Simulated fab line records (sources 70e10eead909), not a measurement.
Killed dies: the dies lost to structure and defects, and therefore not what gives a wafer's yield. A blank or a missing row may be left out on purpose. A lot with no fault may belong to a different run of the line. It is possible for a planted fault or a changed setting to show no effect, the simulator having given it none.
Chamber matching | flow nandHarc | rieDiel-01 running NHARC_A_STAIRCASE_DESCUM_168: 4 sister chambers
The step chemistry O2, time 3 s. 4 wafers are shown with their chamber, then 7 later ones without.

WAFERS PAIRED WITH THEIR CHAMBERS
wafer  | chamber | showerheadPlenumPTorr (Torr)
L080.6 | 2       | 1.90
L081.6 | 1       | 1.99
L083.1 | 3       | 1.81
L083.4 | 0       | 1.94

WAFERS WHOSE CHAMBER IS MISSING
wafer  | showerheadPlenumPTorr (Torr)
L083.5 | 1.94
L082.1 | 1.94
L082.2 | 1.81
L082.5 | 1.99
L096.2 | 1.98
L096.5 | 1.98
L096.6 | 1.92

EACH ONE'S CHAMBER
wafer  | from the rows above     | in truth
L083.5 | 0                       | 0
L082.1 | 0                       | 0
L082.2 | 3                       | 3
L082.5 | 1                       | 1
L096.2 | 1                       | 1
L096.5 | 1                       | 1
L096.6 | can't be placed: 0 or 2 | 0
Placed correctly: 6 of 7. These rows do not allow placing 1 (true chamber among the candidates in 1). Wrongly placed: 0.
How it was worked out, from the rows above alone: a wafer's distance from a chamber is the root of the sum, over the readings, of the square of ((its reading less the chamber's mean) divided by the reading's scatter). The wafer belongs to the nearest chamber; if the next one is less than 2 further off, it can't be placed. The mean given for a chamber averages the wafers shown for that chamber. The scatter: root of mean squared gap, hidden wafer to nearest shown wafer, with one shown wafer a chamber.
